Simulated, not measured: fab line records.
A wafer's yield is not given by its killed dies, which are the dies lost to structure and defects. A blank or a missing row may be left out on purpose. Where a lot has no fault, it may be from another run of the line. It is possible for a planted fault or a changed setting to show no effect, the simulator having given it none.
fab line records ; flow n5-finfet
record lots=6; wafers=18; last-day=17
route steps=1938 shown BEOL_M0_SAQP@674
lots that met no fault: from a run of the same line without faults
start-h: hours from the record's opening day to when the first of the lot's shown wafers began ; wait-h: hours elapsed since this lot's preceding step ; " unchanged from the row above ; L1.1+2: a row that stands for several wafers ; - no value, or no start given ; * or withheld: withheld ; < > ~ a bound
route shown NAME@n: NAME is a module with steps in the file, n the number in the route of the first one ; usual: mean/standard deviation taken from wafers without a fault ; same: alike in all rows ; chamber/n: place in a boat ; sites: each site's reading ; _std_site: the standard deviation of these ; _edge_site: the outer-site mean with the inner-site mean subtracted ; radius-mm: how far each site lies from the wafer's centre ; mask NAME#n: copy n ; behind: the tool/chamber that last shaped the wafer ; hold: the reason the lot was held/the length of the hold in hours/how it ended ; device: whichever transistor did not switch (one of n, p or np) ; end of line: the same wafers' tests at the end of the route ; a step without rows: its recipe alone ; killed: not the wafer's yield, but the dies lost to structure and defects at the first sort ; map: a wafer's dies, marking killed ones x, the rest . and places with no die _
set.NAME: the setting as run; set.NAME@STEP: as run at that earlier step ; model.NAME: the simulator's own value behind a step, which no gauge read
lots at selected steps of the route; one table per step, one row per wafer
services: the hour from which a tool's chamber was out of use, counted from the record's first day as start-h (under 0 if before that day), plus the number of hours and why
## steps
# step N5_BEOL_M0_SAQP_STRIP_108
# recipe chemistry=N2/H2; power-w=500; temp-c=40; pressure-mtorr=50; rf-frequency-hz=6e+07; overash-fraction=0.3; bias-power-w=28; h2-frac=0.5; n2-flow-sccm=300; h2-flow-sccm=300
# usual drypump-motor-current-A=5.7/0.42; oes-product-au=0.75/0.06; rf-vpp-V=122.1/0.95; showerhead-plenum-p-Torr=3.38/0.12; throttle-valve-pct=19.0/0.42
lot.wafer;tool;chamber;start-h;wait-h;drypump-motor-current-A;oes-product-au;rf-hours-counter-h;rf-vpp-V;showerhead-plenum-p-Torr;throttle-valve-pct
L218.2;rie-diel-04;1;116.67;0.0;5.5;0.71;202;122.6;3.48;20.0
L218.4;rie-diel-04;3;116.67;0.0;6.0;0.70;206;122.3;3.46;18.9
L218.6;rie-diel-04;0;116.67;0.0;5.3;0.77;-;121.8;3.48;18.8
L225.1;rie-diel-04;2;158.48;0.0;5.9;0.85;49;119.9;3.39;18.4
L225.4;rie-diel-04;0;158.48;0.0;5.4;0.75;162;123.4;3.47;18.8
L225.6;rie-diel-04;0;158.48;0.0;5.3;0.76;-;122.3;3.47;18.8
L233.3;rie-diel-01;1;211.87;0.0;6.4;0.76;169;122.7;3.36;19.1
L233.4;rie-diel-01;0;211.87;0.0;6.2;0.71;201;120.2;3.18;19.2
L233.5;rie-diel-01;0;211.87;0.0;6.2;0.71;-;120.3;3.18;19.2
L234.2;rie-diel-01;3;214.92;0.0;5.9;0.69;237;122.1;3.32;19.1
L234.4;rie-diel-01;1;214.92;0.0;6.4;0.75;170;121.1;3.36;19.1
L234.6;rie-diel-01;2;214.92;0.0;5.1;0.76;-;122.2;3.48;18.8
L237.2;rie-diel-04;0;236.32;0.0;5.4;0.74;189;122.6;3.46;18.8
L237.3;rie-diel-04;3;236.32;0.0;6.1;0.68;245;123.5;3.44;19.0
L237.4;rie-diel-04;1;236.32;0.0;5.4;0.69;240;122.4;3.46;20.1
L239.1;rie-diel-06;0;251.09;0.0;5.6;0.72;213;122.1;3.45;19.1
L239.4;rie-diel-06;1;251.09;0.0;5.6;0.76;-;120.5;3.13;19.1
L239.6;rie-diel-06;0;251.09;0.0;5.6;0.72;-;122.2;3.45;19.1
# step N5_BEOL_M0_SAQP_RECESS_109
# recipe chemistry=HF/NH3; target=SiO2; target-depth-a=30; afs-cycles=1; temp-c=30; sublimation-temp-c=180; sublimation-time-s=60
# usual drypump-motor-current-A=5.79/0.21; sublimation-temp-c=179.96/0.13
lot.wafer;tool;chamber;start-h;wait-h;drypump-motor-current-A;sublimation-temp-c
L218.2;vapor-etch-01;1;116.85;0.2;5.57;179.92
L218.4;vapor-etch-01;1;116.85;0.2;5.54;179.89
L218.6;vapor-etch-01;0;116.85;0.2;5.71;179.66
L225.1;vapor-etch-02;1;158.55;0.0;6.10;179.76
L225.4;vapor-etch-02;0;158.55;0.0;6.03;179.86
L225.6;vapor-etch-02;1;158.55;0.0;6.11;179.77
L233.3;vapor-etch-01;0;211.98;0.1;5.69;180.14
L233.4;vapor-etch-01;1;211.98;0.1;5.55;180.13
L233.5;vapor-etch-01;0;211.98;0.1;5.71;179.88
L234.2;vapor-etch-01;0;214.99;0.0;5.70;180.06
L234.4;vapor-etch-01;1;214.99;0.0;5.54;179.78
L234.6;vapor-etch-01;0;214.99;0.0;5.71;180.08
L237.2;vapor-etch-01;0;236.42;0.1;5.69;180.03
L237.3;vapor-etch-01;0;236.42;0.1;5.70;179.81
L237.4;vapor-etch-01;0;236.42;0.1;5.70;180.03
L239.1;vapor-etch-02;0;251.15;0.0;5.98;180.05
L239.4;vapor-etch-02;1;251.15;0.0;6.09;179.92
L239.6;vapor-etch-02;1;251.15;0.0;6.09;179.92
# step N5_BEOL_M0_SAQP_SPACER2_ALD_26
# recipe material=SiO2; target-thk-a=150; temp-c=300; ald-precursor-family=BDEAS; ald-co-reactant=O2-plasma; pulse-time-s=1; purge-time-s=2; co-reactant-purge-time-s=2; pressure-torr=2
# usual heater-power-w=441/47; precursor-pulse-height-rel=0.999/0.018
lot.wafer;tool;chamber;start-h;wait-h;heater-power-w;precursor-pulse-height-rel
L218.2;ald-sin-02;0;117.24;0.4;535;1.000
L218.4;ald-sin-02;1;117.24;0.4;403;1.012
L218.6;ald-sin-02;1;117.24;0.4;389;1.041
L225.1;ald-sin-02;0;158.69;0.1;525;1.030
L225.4;ald-sin-02;2;158.69;0.1;397;1.002
L225.6;ald-sin-02;2;158.69;0.1;403;0.982
L233.3;ald-sin-02;1;212.74;0.7;401;0.972
L233.4;ald-sin-02;2;212.74;0.7;398;1.007
L233.5;ald-sin-02;2;212.74;0.7;389;1.001
L234.2;ald-sin-04;0;215.56;0.5;487;1.008
L234.4;ald-sin-04;0;215.56;0.5;496;1.004
L234.6;ald-sin-04;2;215.56;0.5;432;1.015
L237.2;ald-sin-02;1;236.64;0.2;394;0.972
L237.3;ald-sin-02;3;236.64;0.2;409;0.992
L237.4;ald-sin-02;0;236.64;0.2;530;0.991
L239.1;ald-sin-04;3;251.30;0.1;508;1.001
L239.4;ald-sin-04;3;251.30;0.1;516;0.996
L239.6;ald-sin-04;0;251.30;0.1;500;1.013
# step N5_BEOL_M0_SAQP_SPACER2_ETCHBACK_27
# recipe chemistry=CHF3/O2; mode=anisotropic-etchback; target=SiO2; target-depth-a=225; time-s=11.25; pressure-mtorr=30; source-w=650; bias-w=170; Ar_flow_sccm=200; CHF3_flow_sccm=50; O2_flow_sccm=5; ion-energy-ev=200
# usual CHF3_flow_sccm=50.00/0.15; drypump-motor-current-A=5.7/0.39; oes-product-au=0.76/0.065; rf-vpp-V=526/8.5; showerhead-plenum-p-Torr=2.43/0.09; throttle-valve-pct=18.97/0.2
lot.wafer;tool;chamber;start-h;wait-h;CHF3_flow_sccm;drypump-motor-current-A;oes-product-au;rf-hours-counter-h;rf-vpp-V;showerhead-plenum-p-Torr;throttle-valve-pct
L218.2;rie-diel-04;1;117.79;0.3;50.12;5.5;0.73;202;533;2.48;19.25
L218.4;rie-diel-04;2;117.79;0.3;50.15;5.8;0.88;36;511;2.44;18.64
L218.6;rie-diel-04;3;117.79;0.3;50.10;6.0;0.71;-;522;2.48;18.91
L225.1;rie-diel-04;2;159.24;0.3;49.85;5.8;0.85;49;510;2.44;18.68
L225.4;rie-diel-04;3;159.24;0.3;49.95;6.0;0.69;220;523;2.48;18.94
L225.6;rie-diel-04;1;159.24;0.3;50.18;5.5;0.72;-;532;2.47;19.27
L233.3;rie-diel-06;1;213.29;0.3;50.32;5.5;0.77;137;529;2.22;18.71
L233.4;rie-diel-06;3;213.29;0.3;50.14;6.2;0.72;241;520;2.37;19.05
L233.5;rie-diel-06;0;213.29;0.3;49.80;5.6;0.72;-;521;2.48;19.08
L234.2;rie-diel-04;1;216.11;0.3;50.00;5.5;0.70;235;535;2.46;19.29
L234.4;rie-diel-04;2;216.11;0.3;49.94;5.9;0.83;68;511;2.43;18.70
L234.6;rie-diel-04;1;216.11;0.3;49.99;5.4;0.70;-;533;2.46;19.30
L237.2;rie-diel-04;3;237.19;0.3;50.02;6.0;0.68;246;523;2.47;18.98
L237.3;rie-diel-04;0;237.19;0.3;50.07;5.3;0.75;189;536;2.50;19.06
L237.4;rie-diel-04;2;237.19;0.3;49.82;5.9;0.82;73;510;2.43;18.72
L239.1;rie-diel-04;0;251.85;0.3;49.93;5.3;0.74;194;537;2.50;19.03
L239.4;rie-diel-04;0;251.85;0.3;50.13;5.3;0.74;-;537;2.50;19.04
L239.6;rie-diel-04;2;251.85;0.3;50.18;5.9;0.82;-;508;2.43;18.69
# step N5_BEOL_M0_SAQP_MANDREL2_REMOVE_110
# recipe chemistry=HBr/Cl2/O2; bt-time-s=10; target=a-Si; stop-on=SiCN; endpoint=OES-SiCl; over-etch-frac=1; icp-w=600; bias-w=30; HBr_flow_sccm=150; Cl2_flow_sccm=80; O2_flow_sccm=5; pressure-mtorr=10
# usual drypump-motor-current-A=5.9/0.3; oes-product-au=1.012/0.014; throttle-valve-pct=36.7/0.34
lot.wafer;tool;chamber;start-h;wait-h;drypump-motor-current-A;oes-product-au;rf-hours-counter-h;throttle-valve-pct
L218.2;rie-si-06;0;117.88;0.1;6.0;1.010;51;36.2
L218.4;rie-si-06;1;117.88;0.1;6.1;1.022;25;36.7
L218.6;rie-si-06;1;117.88;0.1;6.1;1.023;-;36.7
L225.1;rie-si-06;2;159.33;0.1;5.5;1.007;44;36.6
L225.4;rie-si-06;1;159.33;0.1;6.1;1.034;26;36.7
L225.6;rie-si-06;1;159.33;0.1;6.1;1.037;-;36.7
L233.3;rie-si-05;2;213.38;0.1;5.9;1.030;97;36.6
L233.4;rie-si-05;3;213.38;0.1;6.1;1.005;85;37.3
L233.5;rie-si-05;2;213.38;0.1;5.9;1.021;-;36.6
L234.2;rie-si-02;3;216.19;0.1;5.3;1.020;15;37.0
L234.4;rie-si-02;2;216.19;0.1;6.4;1.003;34;36.4
L234.6;rie-si-02;0;216.19;0.1;5.6;0.982;-;36.3
L237.2;rie-si-06;1;237.28;0.1;6.1;1.028;27;36.7
L237.3;rie-si-06;0;237.28;0.1;6.0;1.010;53;36.2
L237.4;rie-si-06;3;237.28;0.1;6.2;1.003;4;36.4
L239.1;rie-si-05;1;251.93;0.1;5.5;1.000;131;37.1
L239.4;rie-si-05;3;251.93;0.1;6.1;1.003;86;37.3
L239.6;rie-si-05;2;251.93;0.1;5.9;1.011;-;36.6
# step N5_BEOL_M0_SAQP_CD_MEAS_29
# recipe target-cd-nm=14.4; landing-energy-ev=1000; detector=se-inlens
# usual cd-nm=15.08/0.21
lot.wafer;tool;chamber;start-h;wait-h;cd-nm
L218.2;cd-sem-02;0;117.99;0.1;15.11
L218.4;cd-sem-02;0;117.99;0.1;15.40
L218.6;cd-sem-02;0;117.99;0.1;15.65
L225.1;cd-sem-02;0;159.44;0.1;14.94
L225.4;cd-sem-02;0;159.44;0.1;15.16
L225.6;cd-sem-02;0;159.44;0.1;14.90
L233.3;cd-sem-01;0;213.49;0.1;15.03
L233.4;cd-sem-01;0;213.49;0.1;14.87
L233.5;cd-sem-01;0;213.49;0.1;15.09
L234.2;cd-sem-03;0;216.31;0.1;15.20
L234.4;cd-sem-03;0;216.31;0.1;15.04
L234.6;cd-sem-03;0;216.31;0.1;15.13
L237.2;cd-sem-02;0;237.39;0.1;15.09
L237.3;cd-sem-02;0;237.39;0.1;15.20
L237.4;cd-sem-02;0;237.39;0.1;14.99
L239.1;cd-sem-01;0;252.04;0.1;14.83
L239.4;cd-sem-01;0;252.04;0.1;14.66
L239.6;cd-sem-01;0;252.04;0.1;14.99
# step N5_BEOL_M0_SAQP_COAT_69
# recipe resist=SOC; temp-c=250; time-s=60; spin-rpm=1500; resist-thk-nm=90
# step N5_BEOL_M0_SAQP_COAT_72
# recipe resist=SiARC; temp-c=220; time-s=60; spin-rpm=1500; resist-thk-nm=15
# step N5_BEOL_M0_SAQP_COAT_87
# recipe resist=underlayer; temp-c=205; time-s=60; spin-rpm=1500; resist-thk-nm=5
# step N5_BEOL_M0_SAQP_COAT_34
# recipe resist=CAR-EUV; spin-rpm=1500; resist-thk-nm=30
# step N5_BEOL_M0_SAQP_EBR_36
# recipe solvent=PGMEA; ebr-width-mm=1.5
# step N5_BEOL_M0_SAQP_SOFTBAKE_35
# recipe temp-c=110; time-s=60; resist=CAR-EUV
# step N5_BEOL_M0_SAQP_EXPOSE_37
# recipe mask-id=M0_CUT1; na=0.33; source-shape=annular; sigma-inner=0.35; sigma-outer=0.8; polarization=unpolarized; target-cd-nm=30; dose-mj=44.75
# usual exposure-dose-mJ-cm2=44.8/0.33; focus-offset-nm=0.0/0.51
lot.wafer;tool;chamber;start-h;wait-h;mask;exposure-dose-mJ-cm2;focus-offset-nm
L218.2;euv-scanner-02;0;118.30;-;M0_CUT1#0;44.6;0.4
L218.4;euv-scanner-02;0;118.30;-;M0_CUT1#0;44.7;-0.2
L218.6;euv-scanner-02;0;118.30;-;M0_CUT1#0;44.6;-0.7
L225.1;euv-scanner-02;0;159.73;-;M0_CUT1#0;44.6;-0.2
L225.4;euv-scanner-02;0;159.73;-;M0_CUT1#0;44.7;-0.2
L225.6;euv-scanner-02;0;159.73;-;M0_CUT1#0;44.7;-0.7
L233.3;euv-scanner-02;-;213.68;-;M0_CUT1#0;-;-
L233.4;euv-scanner-02;-;213.68;-;M0_CUT1#0;-;-
L233.5;euv-scanner-02;-;213.68;-;M0_CUT1#0;-;-
L234.2;euv-scanner-02;-;216.49;-;M0_CUT1#0;-;-
L234.4;euv-scanner-02;-;216.49;-;M0_CUT1#0;-;-
L234.6;euv-scanner-02;-;216.49;-;M0_CUT1#0;-;-
L237.2;euv-scanner-02;0;237.57;-;M0_CUT1#0;44.5;-0.5
L237.3;euv-scanner-02;0;237.57;-;M0_CUT1#0;44.5;0.4
L237.4;euv-scanner-02;0;237.57;-;M0_CUT1#0;44.5;-0.2
L239.1;euv-scanner-02;0;252.22;-;M0_CUT1#0;44.5;1.2
L239.4;euv-scanner-02;0;252.22;-;M0_CUT1#0;44.5;-0.2
L239.6;euv-scanner-02;0;252.22;-;M0_CUT1#0;44.5;0.1
# step N5_BEOL_M0_SAQP_PEB_38
# recipe peb-temp-c=100; peb-time-s=60; resist=CAR-EUV
## services
tool;chamber;start-h;hours;kind
rie-diel-01;0;107.52;8.7;repair
euv-scanner-02;-;123.46;1.0;pm
rie-diel-06;2;130.38;-;clean
euv-scanner-02;0;136.24;-;calibration
rie-diel-01;-;142.97;28.1;pm
rie-diel-06;-;151.78;0.2;repair
vapor-etch-02;-;152.97;2.8;pm
vapor-etch-02;-;160.03;0.9;repair
rie-si-02;1;170.44;7.1;repair
rie-si-05;-;175.82;15.6;pm
ald-sin-04;1;178.87;152.3;repair
euv-scanner-02;-;179.61;1.0;pm
vapor-etch-01;0;183.39;5.4;repair
rie-si-05;1;196.19;7.8;repair
vapor-etch-01;1;235.55;2.4;repair
euv-scanner-02;-;235.76;1.0;pm
rie-si-06;0;239.33;6.8;repair
rie-diel-01;2;244.51;16.5;repair
rie-si-06;-;248.15;4.3;pm
ald-sin-04;-;250.48;0.3;repair
rie-diel-04;3;251.21;-;clean
rie-diel-04;3;251.21;-;consumable-replace:focus-ring
rie-diel-04;3;251.21;22.0;scheduled-down
rie-diel-04;3;251.21;22.0;vent-cycle
## key
first-sign step=N5_BEOL_M0_SAQP_EXPOSE_37; reading=tool-record; direction=missing
effect none on later readings
met-at N5_BEOL_M0_SAQP_EXPOSE_37
struck-wafers L233.3,L233.4,L233.5,L234.2,L234.4,L234.6
later-rows-left-out L233.3,L233.4,L233.5,L234.2,L234.4,L234.6
sort-left-out L233.3,L233.4,L233.5,L234.2,L234.4,L234.6
onset-between 159.73 213.68
fault kind=skipped-step-whole; tool=euv-scanner-02; chamber=-; onset-h=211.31; steps=N5_BEOL_M0_SAQP_EXPOSE_37; scope=struck-lots-only
# sort-left-out: the simulated sort isn't trusted on such a fault, so these wafers' sort isn't shown, and their yield isn't known
# later-rows-left-out: the simulator's readings of these wafers behind a module that went badly wrong aren't trusted and aren't shown, but for the sort
